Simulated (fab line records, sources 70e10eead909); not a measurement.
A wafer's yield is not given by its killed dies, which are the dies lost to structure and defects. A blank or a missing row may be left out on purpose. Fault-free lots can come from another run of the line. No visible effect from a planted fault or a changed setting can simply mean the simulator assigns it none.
Which tool did it? | flow nand-harc | Sampling: 24 lots, 72 wafers, 6 of 1302 route steps

== WHAT THE GAUGES READ, wafer by wafer ==
The record lacks any reading of a measuring or inspecting step that a usual standard deviation could be used to judge.

== TOOL THAT RAN EACH LOT (tool first, then ch and the chambers of the sampled wafers, then the start) ==
lot  | NHARC_P_GATE_RTA_80              | NHARC_P_M0_DEGAS_28          | NHARC_P_M0_ANNEAL_30             | NHARC_P_M1_STRIP_18                | NHARC_P_M1_PRE_CLEAN_30  | NHARC_P_M1_PVD_20
L074 | rtp-anneal-02 ch 0, day 5 21:51  | pvd-sputter-03, day 6 05:45  | rtp-anneal-01 ch 0, day 6 06:29  | rie-diel-05 ch 0,2, day 6 09:15    | pvd-sputter-01, no start | pvd-sputter-01, no start
L075 | rtp-anneal-02 ch 0, day 6 03:52  | pvd-sputter-03, day 6 11:38  | rtp-anneal-02 ch 0, day 6 12:22  | rie-diel-10 ch 2,3, day 6 15:02    | pvd-sputter-03, no start | pvd-sputter-03, no start
L076 | rtp-anneal-02 ch 0, day 6 16:28  | pvd-sputter-03, day 7 00:04  | rtp-anneal-01 ch 0, day 7 00:51  | rie-diel-03 ch 1,2,3, day 7 03:27  | pvd-sputter-01, no start | pvd-sputter-01, no start
L077 | rtp-anneal-02 ch 0, day 7 06:45  | pvd-sputter-01, day 7 14:18  | rtp-anneal-02 ch 0, day 7 15:04  | rie-diel-05 ch 0,1,2, day 7 17:52  | pvd-sputter-01, no start | pvd-sputter-01, no start
L078 | rtp-anneal-01 ch 0, day 7 13:16  | pvd-sputter-01, day 7 20:37  | rtp-anneal-01 ch 0, day 7 21:28  | rie-diel-03 ch 1,2,3, day 8 00:01  | pvd-sputter-03, no start | pvd-sputter-03, no start
L079 | rtp-anneal-01 ch 0, day 8 03:33  | pvd-sputter-02, day 8 10:50  | rtp-anneal-01 ch 0, day 8 11:37  | rie-diel-03 ch 0,1,2, day 8 14:21  | pvd-sputter-03, no start | pvd-sputter-03, no start
L080 | rtp-anneal-01 ch 0, day 8 05:29  | pvd-sputter-03, day 8 12:58  | rtp-anneal-01 ch 0, day 8 13:48  | rie-diel-10 ch 0,1,3, day 8 16:38  | pvd-sputter-02, no start | pvd-sputter-02, no start
L081 | rtp-anneal-01 ch 0, day 8 20:34  | pvd-sputter-01, day 9 04:10  | rtp-anneal-02 ch 0, day 9 04:53  | rie-diel-03 ch 0,1,2, day 9 07:40  | pvd-sputter-01, no start | pvd-sputter-01, no start
L082 | rtp-anneal-01 ch 0, day 9 12:31  | pvd-sputter-03, day 9 20:27  | rtp-anneal-01 ch 0, day 9 21:11  | rie-diel-05 ch 0,2,3, day 10 00:02 | pvd-sputter-01, no start | pvd-sputter-01, no start
L083 | rtp-anneal-02 ch 0, day 9 17:44  | pvd-sputter-03, day 10 01:21 | rtp-anneal-01 ch 0, day 10 02:11 | rie-diel-03 ch 0,2,3, day 10 04:55 | pvd-sputter-03, no start | pvd-sputter-03, no start
L084 | rtp-anneal-02 ch 0, day 10 08:37 | pvd-sputter-02, day 10 16:06 | rtp-anneal-01 ch 0, day 10 16:53 | rie-diel-03 ch 2,3, day 10 19:39   | pvd-sputter-01, no start | pvd-sputter-01, no start
L085 | rtp-anneal-01 ch 0, day 10 19:34 | pvd-sputter-03, day 11 03:10 | rtp-anneal-02 ch 0, day 11 03:58 | rie-diel-05 ch 0,3, day 11 06:39   | pvd-sputter-02, no start | pvd-sputter-02, no start
L086 | rtp-anneal-01 ch 0, day 11 00:52 | pvd-sputter-01, day 11 08:25 | rtp-anneal-01 ch 0, day 11 09:25 | rie-diel-05 ch 0,3, day 11 12:03   | pvd-sputter-02, no start | pvd-sputter-02, no start
L088 | rtp-anneal-01 ch 0, day 11 17:04 | pvd-sputter-03, day 12 00:35 | rtp-anneal-02 ch 0, day 12 01:24 | rie-diel-05 ch 0,1,2, day 12 04:01 | pvd-sputter-01, no start | pvd-sputter-01, no start
L087 | rtp-anneal-01 ch 0, day 11 19:39 | pvd-sputter-03, day 12 03:31 | rtp-anneal-02 ch 0, day 12 04:15 | rie-diel-05 ch 0,2,3, day 12 06:56 | pvd-sputter-01, no start | pvd-sputter-01, no start
L089 | rtp-anneal-01 ch 0, day 11 22:41 | pvd-sputter-03, day 12 06:22 | rtp-anneal-02 ch 0, day 12 07:09 | rie-diel-10 ch 2,3, day 12 09:53   | pvd-sputter-03, no start | pvd-sputter-03, no start
L090 | rtp-anneal-02 ch 0, day 12 07:58 | pvd-sputter-01, day 12 15:34 | rtp-anneal-02 ch 0, day 12 16:19 | rie-diel-05 ch 0,1,3, day 12 19:07 | pvd-sputter-03, no start | pvd-sputter-03, no start
L091 | rtp-anneal-02 ch 0, day 12 20:46 | pvd-sputter-01, day 13 04:29 | rtp-anneal-01 ch 0, day 13 05:14 | rie-diel-10 ch 0,1,2, day 13 07:56 | pvd-sputter-03, no start | pvd-sputter-03, no start
L092 | rtp-anneal-01 ch 0, day 13 10:33 | pvd-sputter-01, day 13 17:58 | rtp-anneal-02 ch 0, day 13 18:42 | rie-diel-10 ch 1,2, day 13 21:38   | pvd-sputter-02, no start | pvd-sputter-02, no start
L093 | rtp-anneal-02 ch 0, day 13 19:10 | pvd-sputter-03, day 14 02:41 | rtp-anneal-02 ch 0, day 14 03:25 | rie-diel-05 ch 0,1,2, day 14 06:14 | pvd-sputter-03, no start | pvd-sputter-03, no start
L094 | rtp-anneal-02 ch 0, day 14 06:17 | pvd-sputter-02, day 14 13:51 | rtp-anneal-02 ch 0, day 14 14:35 | rie-diel-05 ch 0,1,2, day 14 17:22 | pvd-sputter-01, no start | pvd-sputter-01, no start
L095 | rtp-anneal-01 ch 0, day 14 12:31 | pvd-sputter-03, day 14 20:01 | rtp-anneal-02 ch 0, day 14 20:44 | rie-diel-05 ch 0,2,3, day 14 23:31 | pvd-sputter-03, no start | pvd-sputter-03, no start
L096 | rtp-anneal-01 ch 0, day 15 04:13 | pvd-sputter-03, day 15 11:44 | rtp-anneal-02 ch 0, day 15 12:32 | rie-diel-10 ch 1,2, day 15 15:22   | pvd-sputter-01, no start | pvd-sputter-01, no start
L097 | rtp-anneal-02 ch 0, day 15 11:53 | pvd-sputter-01, day 15 20:30 | rtp-anneal-02 ch 0, day 15 21:13 | rie-diel-05 ch 0,2,3, day 16 00:11 | pvd-sputter-01, no start | pvd-sputter-01, no start
- NHARC_P_GATE_RTA_80: time 30 s.
- NHARC_P_M0_DEGAS_28: time 60 s.
- NHARC_P_M0_ANNEAL_30: time 90 s.
- NHARC_P_M1_STRIP_18: strips in N2/H2.
- NHARC_P_M1_PRE_CLEAN_30: time 30 s.
- NHARC_P_M1_PVD_20: deposits TaN, target thk 5 nm, time 8.06 s.

== AS READ BY THE TOOLS THEMSELVES (means over the sampled wafers that have a number; for cases with no such wafer, the mark the record gives instead) ==
NHARC_P_GATE_RTA_80.
lot  | tool          | lamp-power-pct (%) | wafer_temp_C_max
L074 | rtp-anneal-02 | 2.51               | 301.7
L075 | rtp-anneal-02 | 2.51               | 302.1
L076 | rtp-anneal-02 | 2.51               | 301.5
L077 | rtp-anneal-02 | 2.51               | 301.5
L078 | rtp-anneal-01 | 2.12               | 302.3
L079 | rtp-anneal-01 | 2.12               | 301.8
L080 | rtp-anneal-01 | 2.12               | 302.2
L081 | rtp-anneal-01 | 2.12               | 302.1
L082 | rtp-anneal-01 | 2.13               | 302.1
L083 | rtp-anneal-02 | 2.51               | 301.4
L084 | rtp-anneal-02 | 2.51               | 301.5
L085 | rtp-anneal-01 | 2.12               | 301.7
L086 | rtp-anneal-01 | 2.12               | 302.3
L088 | rtp-anneal-01 | 2.12               | 302.5
L087 | rtp-anneal-01 | 2.12               | 302.3
L089 | rtp-anneal-01 | 2.12               | 302.0
L090 | rtp-anneal-02 | 2.51               | 301.5
L091 | rtp-anneal-02 | 2.52               | 301.5
L092 | rtp-anneal-01 | 2.12               | 301.9
L093 | rtp-anneal-02 | 2.51               | 301.6
L094 | rtp-anneal-02 | 2.51               | 301.9
L095 | rtp-anneal-01 | 2.12               | 302.0
L096 | rtp-anneal-01 | 2.12               | 301.9
L097 | rtp-anneal-02 | 2.52               | 301.2

NHARC_P_M0_DEGAS_28.
lot  | tool           | heater-power-w (W)
L074 | pvd-sputter-03 | 317
L075 | pvd-sputter-03 | 312
L076 | pvd-sputter-03 | 324
L077 | pvd-sputter-01 | 318
L078 | pvd-sputter-01 | 338
L079 | pvd-sputter-02 | 335
L080 | pvd-sputter-03 | 354
L081 | pvd-sputter-01 | 323
L082 | pvd-sputter-03 | 338
L083 | pvd-sputter-03 | 311
L084 | pvd-sputter-02 | 351
L085 | pvd-sputter-03 | 314
L086 | pvd-sputter-01 | 371
L088 | pvd-sputter-03 | 347
L087 | pvd-sputter-03 | 318
L089 | pvd-sputter-03 | 308
L090 | pvd-sputter-01 | 377
L091 | pvd-sputter-01 | 347
L092 | pvd-sputter-01 | 343
L093 | pvd-sputter-03 | 315
L094 | pvd-sputter-02 | 326
L095 | pvd-sputter-03 | 329
L096 | pvd-sputter-03 | 313
L097 | pvd-sputter-01 | 374

NHARC_P_M0_ANNEAL_30.
lot  | tool          | wafer_temp_C_max
L074 | rtp-anneal-01 | 226.2
L075 | rtp-anneal-02 | 226.1
L076 | rtp-anneal-01 | 226.5
L077 | rtp-anneal-02 | 226.3
L078 | rtp-anneal-01 | 226.6
L079 | rtp-anneal-01 | 226.2
L080 | rtp-anneal-01 | 226.5
L081 | rtp-anneal-02 | 226.2
L082 | rtp-anneal-01 | 226.6
L083 | rtp-anneal-01 | 226.5
L084 | rtp-anneal-01 | 226.5
L085 | rtp-anneal-02 | 226.3
L086 | rtp-anneal-01 | 226.2
L088 | rtp-anneal-02 | 226.1
L087 | rtp-anneal-02 | 226.0
L089 | rtp-anneal-02 | 226.5
L090 | rtp-anneal-02 | 226.4
L091 | rtp-anneal-01 | 226.4
L092 | rtp-anneal-02 | 226.3
L093 | rtp-anneal-02 | 226.1
L094 | rtp-anneal-02 | 226.2
L095 | rtp-anneal-02 | 226.3
L096 | rtp-anneal-02 | 226.2
L097 | rtp-anneal-02 | 226.4

NHARC_P_M1_STRIP_18.
lot  | tool        | drypump-motor-current-A (A) | oes-product-au (a.u.) | rf-vpp-V (V) | showerhead-plenum-p-Torr (Torr) | throttle-valve-pct (%)
L074 | rie-diel-05 | 6.0                         | 0.996                 | 90.8         | 2.01                            | 14.168
L075 | rie-diel-10 | 5.3                         | 1.002                 | 90.9         | 1.99                            | 14.169
L076 | rie-diel-03 | 6.1                         | 1.007                 | 90.7         | 2.03                            | 14.167
L077 | rie-diel-05 | 5.7                         | 0.997                 | 90.2         | 2.01                            | 14.176
L078 | rie-diel-03 | 6.1                         | 1.022                 | 90.8         | 2.02                            | 14.175
L079 | rie-diel-03 | 5.8                         | 1.004                 | 90.7         | 2.02                            | 14.169
L080 | rie-diel-10 | 5.6                         | 1.001                 | 89.8         | 1.96                            | 14.179
L081 | rie-diel-03 | 5.8                         | 1.005                 | 90.2         | 2.02                            | 14.172
L082 | rie-diel-05 | 5.8                         | 0.996                 | 90.8         | 2.05                            | 14.164
L083 | rie-diel-03 | 5.6                         | 1.004                 | 90.0         | 1.99                            | 14.164
L084 | rie-diel-03 | 5.9                         | 1.011                 | 91.2         | 1.99                            | 14.187
L085 | rie-diel-05 | 5.6                         | 1.007                 | 91.4         | 2.10                            | 14.173
L086 | rie-diel-05 | 5.5                         | 1.005                 | 92.0         | 2.10                            | 14.173
L088 | rie-diel-05 | 5.8                         | 0.996                 | 89.8         | 2.01                            | 14.172
L087 | rie-diel-05 | 5.8                         | 1.009                 | 90.6         | 2.05                            | 14.178
L089 | rie-diel-10 | 5.3                         | 1.009                 | 90.6         | 1.97                            | 14.171
L090 | rie-diel-05 | 5.6                         | 0.991                 | 90.8         | 2.05                            | 14.165
L091 | rie-diel-10 | 5.7                         | 0.995                 | 89.9         | 1.97                            | 14.163
L092 | rie-diel-10 | 5.5                         | 0.995                 | 89.4         | 1.97                            | 14.169
L093 | rie-diel-05 | 5.8                         | 1.002                 | 91.1         | 2.00                            | 14.181
L094 | rie-diel-05 | 5.7                         | 0.993                 | 90.5         | 2.00                            | 14.167
L095 | rie-diel-05 | 5.8                         | 1.006                 | 90.2         | 2.05                            | 14.178
L096 | rie-diel-10 | 5.5                         | 1.006                 | 89.5         | 1.97                            | 14.170
L097 | rie-diel-05 | 5.8                         | 1.006                 | 90.9         | 2.05                            | 14.172

NHARC_P_M1_PRE_CLEAN_30.
lot  | tool           | heater-power-w (W)
L074 | pvd-sputter-01 | 479
L075 | pvd-sputter-03 | 388
L076 | pvd-sputter-01 | 422
L077 | pvd-sputter-01 | 449
L078 | pvd-sputter-03 | 415
L079 | pvd-sputter-03 | 400
L080 | pvd-sputter-02 | 372
L081 | pvd-sputter-01 | 479
L082 | pvd-sputter-01 | 483
L083 | pvd-sputter-03 | 404
L084 | pvd-sputter-01 | 399
L085 | pvd-sputter-02 | 368
L086 | pvd-sputter-02 | 397
L088 | pvd-sputter-01 | 403
L087 | pvd-sputter-01 | 398
L089 | pvd-sputter-03 | 402
L090 | pvd-sputter-03 | 374
L091 | pvd-sputter-03 | 398
L092 | pvd-sputter-02 | 371
L093 | pvd-sputter-03 | 384
L094 | pvd-sputter-01 | 490
L095 | pvd-sputter-03 | 388
L096 | pvd-sputter-01 | 424
L097 | pvd-sputter-01 | 470

NHARC_P_M1_PVD_20.
lot  | tool           | throttle-valve-pct (%)
L074 | pvd-sputter-01 | 30.7
L075 | pvd-sputter-03 | 29.3
L076 | pvd-sputter-01 | 30.8
L077 | pvd-sputter-01 | 30.9
L078 | pvd-sputter-03 | 28.6
L079 | pvd-sputter-03 | 29.4
L080 | pvd-sputter-02 | 29.4
L081 | pvd-sputter-01 | 30.5
L082 | pvd-sputter-01 | 30.8
L083 | pvd-sputter-03 | 29.8
L084 | pvd-sputter-01 | 30.5
L085 | pvd-sputter-02 | 29.3
L086 | pvd-sputter-02 | 29.4
L088 | pvd-sputter-01 | 30.4
L087 | pvd-sputter-01 | 30.6
L089 | pvd-sputter-03 | 29.5
L090 | pvd-sputter-03 | 29.2
L091 | pvd-sputter-03 | 29.7
L092 | pvd-sputter-02 | 29.5
L093 | pvd-sputter-03 | 29.5
L094 | pvd-sputter-01 | 30.9
L095 | pvd-sputter-03 | 29.6
L096 | pvd-sputter-01 | 30.8
L097 | pvd-sputter-01 | 30.7

== THE ANSWER, worked out from the rows above alone ==
Rule: the lots themselves supply what counts as usual. The widest of any qualifying gaps counts: lots, ordered by their means at a reading, are off when they make up no more than a third of the lots, leave a main group of 4 or more, and stand apart from it by 3 or more times the standard deviation of that group's means. The tables above print the reading to a certain number of digits; a main group whose means all agree to those digits is not used. Also off: a lot with no number at a reading for which 4 or more lots have one. Any other lot the step has rows for is counted as sound. First the gauges in route order, then the tools' own readings, where a lot's mean is used as printed above. At the first step where some lot is off, the reading lying furthest off is the one used; lots without a number count as furthest.
No lot is off on any of the readings shown, so nothing can be concluded from this.

== WHAT THE SIMULATOR HAD PUT IN ==
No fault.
